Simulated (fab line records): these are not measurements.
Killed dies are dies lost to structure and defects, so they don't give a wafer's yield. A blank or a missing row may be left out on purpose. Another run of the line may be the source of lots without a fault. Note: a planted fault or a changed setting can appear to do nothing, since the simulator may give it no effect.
fab line records -- flow n5Finfet
record: lots: 5, wafers: 15, lastDay: 17
route steps=1938 shown WELL_APT@20 PMOS_HMC_CHANNEL_EPI@57 BEOL_M4@1111
lots that met no fault: taken from a fault-free run of the same line
startH: start of the lot's first displayed wafer, in hours after the record's first day -- waitH: time in hours since the lot's previous step -- " same as the row above -- L1.1+2: several wafers, shown together as one row -- - no value, or no start given -- * or withheld: withheld -- < > ~ a bound
route shown NAME@n: names a module that has steps shown in the file, with the first one's number in the route -- usual: average and standard deviation across the fault-free wafers -- same: alike in all rows -- chamber/n: place in a boat -- sites: the reading at each site -- _std_site: standard deviation across them -- _edge_site: outer sites' mean less inner sites' -- radiusMm: for every site, how far away it sits from the centre of the wafer -- mask NAME#n: copy n -- behind: tool/chamber where the wafer was last shaped -- hold: cause of the lot's hold/its duration in hours/its outcome -- device: the n, p or np transistor that did not switch -- end of line: the same wafers' tests at the end of the route -- for a step that has no rows: nothing shown but its recipe -- killed: not the wafer's yield, but the dies lost to structure and defects at the first sort -- map: the dies of a wafer, with x for killed, . for not killed, _ for no die there
set.NAME: the run value of the setting; set.NAME@STEP: its run value at that earlier step -- model.NAME: the simulator's own value behind a step, which no gauge read
lots at some steps of the route; a table a step, a row a wafer
services: a tool's chamber out of use, with start hour (startH, from the record's first day; less than 0 if before it), hours out, and reason
== steps ==
step: N5_WELL_APT_HMDS_01
recipe: timeS: 60, tempC: 120
step: N5_WELL_APT_COAT_02
recipe: spinRpm: 1357, resistThkNm: 950
step: N5_WELL_APT_EBR_04
recipe: solvent: PGMEA, ebrWidthMm: 1.5
step: N5_WELL_APT_SOFTBAKE_03
recipe: tempC: 130, timeS: 60
step: N5_WELL_APT_EXPOSE_05
recipe: maskId: NWELL, na: 0.8, sourceShape: conventional, sigmaOuter: 0.8, polarization: unpolarized, defocusNm: 0, targetCdNm: 200, doseMj: 20.3
step: N5_WELL_APT_PEB_06
recipe: pebTempC: 130, pebTimeS: 90
step: N5_WELL_APT_DEVELOP_07
recipe: developTimeS: 45, rinseLiquid: surfactantRinse, dry: airSpin, devTempC: 21
step: N5_WELL_APT_HARDBAKE_12
recipe: tempC: 130, timeS: 120
step: N5_WELL_APT_DESCUM_13
recipe: chemistry: O2, timeS: 7.9, sourcePowerW: 50, biasPowerW: 20, pressureMtorr: 20, rfFrequencyHz: 2.712e+07, tempC: 40, o2FlowSccm: 225
step: N5_WELL_APT_IMPLANT_14
recipe: species: P, energyKev: 160, doseCm2: 1.5e+13, tiltDeg: 0, rotationDeg: 0
usual: doseIonsCm2: 1.5002e+13/1.6e+10, faradayCurrentUA: 190/3.7
lot.wafer,tool,chamber,startH,waitH,doseIonsCm2,faradayCurrentUA
L527.1,implanter-02,0,19.95,0.1,1.5013e+13,190
L527.2,implanter-02,0,19.95,0.1,1.5016e+13,183
L527.4,implanter-02,0,19.95,0.1,1.5012e+13,184
L541.1,implanter-02,0,105.17,0.1,1.0047e+13,130
L541.3,implanter-02,0,105.17,0.1,1.0034e+13,125
L541.6,implanter-02,0,105.17,0.1,1.0032e+13,128
L543.1,implanter-02,0,116.58,0.1,1.0009e+13,124
L543.4,implanter-02,0,116.58,0.1,1.0003e+13,132
L543.5,implanter-02,0,116.58,0.1,1.0024e+13,128
L544.1,implanter-02,0,121.87,0.1,1.0013e+13,128
L544.5,implanter-02,0,121.87,0.1,1.0036e+13,128
L544.6,implanter-02,0,121.87,0.1,1.0013e+13,125
L548.2,implanter-01,0,145.77,0.1,1.4986e+13,190
L548.5,implanter-01,0,145.77,0.1,1.4983e+13,184
L548.6,implanter-01,0,145.77,0.1,1.4991e+13,189
step: N5_WELL_APT_IMPLANT_15
recipe: species: As, energyKev: 25, doseCm2: 1.5e+13, tiltDeg: 0, rotationDeg: 0
step: N5_WELL_APT_STRIP_16
recipe: chemistry: SPM, timeS: 900, tempC: 130, h2so4H2o2VolRatio: 4, dry: ipaMarangoni
step: N5_WELL_APT_HMDS_18
recipe: timeS: 60, tempC: 120
step: N5_WELL_APT_COAT_19
recipe: spinRpm: 1357, resistThkNm: 950
step: N5_WELL_APT_EBR_21
recipe: solvent: PGMEA, ebrWidthMm: 1.5
step: N5_WELL_APT_SOFTBAKE_20
recipe: tempC: 130, timeS: 60
step: N5_WELL_APT_EXPOSE_22
recipe: maskId: PWELL, na: 0.8, sourceShape: conventional, sigmaOuter: 0.8, polarization: unpolarized, defocusNm: 0, targetCdNm: 200, doseMj: 23.2
step: N5_WELL_APT_PEB_23
recipe: pebTempC: 130, pebTimeS: 90
step: N5_WELL_APT_DEVELOP_24
recipe: developTimeS: 45, rinseLiquid: surfactantRinse, dry: airSpin, devTempC: 21
step: N5_WELL_APT_HARDBAKE_29
recipe: tempC: 130, timeS: 120
step: N5_WELL_APT_DESCUM_30
recipe: chemistry: O2, timeS: 7.9, sourcePowerW: 50, biasPowerW: 20, pressureMtorr: 20, rfFrequencyHz: 2.712e+07, tempC: 40, o2FlowSccm: 225
step: N5_WELL_APT_IMPLANT_31
recipe: species: B, energyKev: 60, doseCm2: 1.5e+13, tiltDeg: 0, rotationDeg: 0
step: N5_WELL_APT_IMPLANT_32
recipe: species: BF2, energyKev: 50, doseCm2: 2e+13, tiltDeg: 0, rotationDeg: 0
step: N5_WELL_APT_STRIP_33
recipe: chemistry: SPM, timeS: 900, tempC: 130, h2so4H2o2VolRatio: 4, dry: ipaMarangoni
step: N5_WELL_APT_RTA_34
recipe: tempC: 1000, timeS: 10, ambient: N2, idleTempC: 600, rampUpCPerS: 150, rampDownCPerS: 60, coolToC: 600
step: N5_WELL_APT_OXIDE_STRIP_42
recipe: chemistry: dHF, dilution: 25:1, timeS: 45, tempC: 25, target: SiO2, targetDepthA: 120
step: N5_WELL_APT_PRECLEAN_36
recipe: chemistry: O3/DIW, timeS: 45, tempC: 22, o3Ppm: 10
step: N5_WELL_APT_PRECLEAN_39
recipe: chemistry: dHF, timeS: 60, dilution: 150:1, tempC: 25
step: N5_WELL_APT_SRD_37
recipe: dry: ipaMarangoni, doPpb: 5, timeS: 30, tempC: 23, rinseLiquid: diw
step: N5_WELL_APT_EPI_41
recipe: material: Si, targetThkA: 500, tempC: 650, precursor: SiH4/H2, pressureTorr: 20, timeS: 297.7
step: N5_PMOS_HMC_CHANNEL_EPI_HM_DEP_34
recipe: material: SiO2, targetThkA: 360, tempC: 400, precursor: TEOS/O2, pressureTorr: 6.5, rfW: 900, teosFlowSccm: 161.4, gas: O2, flowSccm: 2650, timeS: 6.9
step: N5_PMOS_HMC_CHANNEL_EPI_COAT_31
recipe: resist: BARC, tempC: 205, timeS: 60, spinRpm: 1500, resistThkNm: 66
step: N5_PMOS_HMC_CHANNEL_EPI_COAT_03
recipe: resist: CAR-ArF-block, spinRpm: 1500, resistThkNm: 205
step: N5_PMOS_HMC_CHANNEL_EPI_EBR_05
recipe: solvent: PGMEA, ebrWidthMm: 1.5
step: N5_PMOS_HMC_CHANNEL_EPI_SOFTBAKE_04
recipe: tempC: 110, timeS: 60, resist: CAR-ArF-block
step: N5_BEOL_M4_RC_MEAS_101
usual: DIBL_N: 36.9/1.6, DIBL_P: 37.1/2, IOFF_N: 0.17/0.032, IOFF_P: 0.22/0.036, ION_N: 674/12, ION_P: 463/7.8, RS_NWELL: 1037/6.1, SS_N: 71.7/0.63, SS_P: 73.5/0.62, VT_N: 249/3.3, VT_P: -250/3.5
lot.wafer,tool,chamber,startH,waitH,DIBL_N[mV/V],DIBL_P[mV/V],IOFF_N[nA/um],IOFF_P[nA/um],ION_N[uA/um],ION_P[uA/um],RS_NWELL[ohm/sq],SS_N[mV/dec],SS_P[mV/dec],VT_N[mV],VT_P[mV]
L527.1,prober-02,0,188.59,0.0,34.8,33.4,0.12,0.19,654,460,1041,71.4,71.9,254,-247
L527.2,prober-02,0,188.59,0.0,37.4,36.5,0.15,0.22,661,462,1041,72.0,72.4,253,-251
L527.4,prober-02,0,188.59,0.0,35.7,34.9,0.14,0.21,660,466,1041,70.8,72.5,256,-247
L541.1,prober-01,0,257.27,0.0,33.8,35.5,0.14,0.19,667,462,1305,70.4,73.1,249,-250
L541.3,prober-01,0,257.27,0.0,37.8,39.3,0.21,0.25,686,468,1300,71.9,74.0,244,-246
L541.6,prober-01,0,257.27,0.0,38.2,39.2,0.21,0.24,682,462,1302,72.3,74.1,248,-248
L543.1,prober-02,0,279.26,0.0,34.9,34.5,0.14,0.17,662,455,1298,71.2,73.0,253,-254
L543.4,prober-02,0,279.26,0.0,37.1,38.1,0.17,0.23,676,464,1294,72.1,73.4,250,-248
L543.5,prober-02,0,279.26,0.0,36.3,37.7,0.17,0.22,679,470,1303,72.4,73.2,249,-252
L544.1,prober-01,0,280.04,0.0,37.0,36.8,0.18,0.27,683,479,1294,71.4,73.8,246,-244
L544.5,prober-01,0,280.04,0.0,36.4,36.7,0.18,0.27,687,477,1303,71.7,73.9,246,-245
L544.6,prober-01,0,280.04,0.0,38.6,37.2,0.21,0.28,686,472,1300,72.9,74.7,245,-245
L548.2,prober-01,0,302.28,0.2,35.2,34.0,0.14,0.24,670,467,1036,71.5,73.5,250,-246
L548.5,prober-01,0,302.28,0.2,37.1,35.2,0.17,0.25,688,475,1028,71.8,73.7,250,-246
L548.6,prober-01,0,302.28,0.2,37.9,35.5,0.19,0.26,680,469,1035,72.2,73.1,246,-245
== services ==
tool,chamber,startH,hours,kind
implanter-02,-,29.90,4.4,pm
implanter-02,-,36.06,4.2,repair
implanter-01,-,64.22,3.8,repair
implanter-02,-,69.29,1.4,repair
implanter-01,-,83.93,0.6,repair
implanter-01,-,130.99,2.0,repair
implanter-02,-,133.27,3.3,repair
implanter-01,-,137.53,2.0,repair
== key ==
firstSign: step: N5_WELL_APT_IMPLANT_14, reading: doseIonsCm2, direction: down, sigmas: 99+, usual: 1.5002e+13, struck: 1.0023e+13
effect: step: N5_WELL_APT_IMPLANT_14, reading: faradayCurrentUA, direction: down, sigmas: 17, usual: 190, struck: 127
effect: step: N5_BEOL_M4_RC_MEAS_101, reading: RS_NWELL, direction: up, sigmas: 43, usual: 1037, struck: 1300
metAt N5_WELL_APT_IMPLANT_14
struckWafers L541.1,L541.3,L541.6,L543.1,L543.4,L543.5,L544.1,L544.5,L544.6
onsetBetween 19.95 105.17
fault: kind: processParameterDrift, tool: implanter-02, chamber: -, onsetH: 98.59, steps: N5_WELL_APT_IMPLANT_14, channel: doseCm2, offset: -4.9804e+12, shape: step, endH: 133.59, actsIn: theseRecipesOnly, stated: 1.5e+13
